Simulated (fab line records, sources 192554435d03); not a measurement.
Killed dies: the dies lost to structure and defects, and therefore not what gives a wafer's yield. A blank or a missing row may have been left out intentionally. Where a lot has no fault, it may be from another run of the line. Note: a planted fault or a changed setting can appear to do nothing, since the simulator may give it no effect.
Matching of chambers / flow n5-finfet / rie-si-06 running N5_PMOS_HMC_CHANNEL_EPI_ETCH_38: 4 sister chambers
The step etches SiO2 in CF4, target depth 1.5 nm. 4 wafers are shown with their chamber, then 7 later ones without.

== EACH WAFER AND ITS CHAMBER ==
wafer=L087.5; chamber=2; throttle-valve-pct (%)=21.65
wafer=L087.6; chamber=1; throttle-valve-pct (%)=21.97
wafer=L088.2; chamber=3; throttle-valve-pct (%)=21.61
wafer=L088.3; chamber=0; throttle-valve-pct (%)=22.27

== WAFERS WHOSE CHAMBER IS MISSING ==
wafer=L088.5; throttle-valve-pct (%)=21.62
wafer=L096.1; throttle-valve-pct (%)=21.67
wafer=L096.2; throttle-valve-pct (%)=22.29
wafer=L096.5; throttle-valve-pct (%)=21.97
wafer=L097.1; throttle-valve-pct (%)=22.26
wafer=L097.2; throttle-valve-pct (%)=21.99
wafer=L097.5; throttle-valve-pct (%)=21.64

== EACH ONE'S CHAMBER ==
wafer=L088.5; from the rows above=can't be placed: 3 or 2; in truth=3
wafer=L096.1; from the rows above=2; in truth=2
wafer=L096.2; from the rows above=0; in truth=0
wafer=L096.5; from the rows above=1; in truth=1
wafer=L097.1; from the rows above=0; in truth=0
wafer=L097.2; from the rows above=1; in truth=1
wafer=L097.5; from the rows above=can't be placed: 2 or 3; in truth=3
Correct placement for 5 of the 7. From these rows, 2 cannot be placed; in 2 the true chamber is one of the candidates. Wrongly placed: 0.
How it was worked out, from the rows above alone: a wafer's distance from a chamber is the root of the sum, over the readings, of the square of ((its reading less the chamber's mean) divided by the reading's scatter). If the next closest chamber is less than 2 further off than the closest, the wafer can't be placed; otherwise it belongs to the closest. A chamber's mean is the mean of its shown wafers. The scatter: with one shown wafer a chamber, the root of the mean of the squares of how far each hidden wafer lies from its nearest shown one.
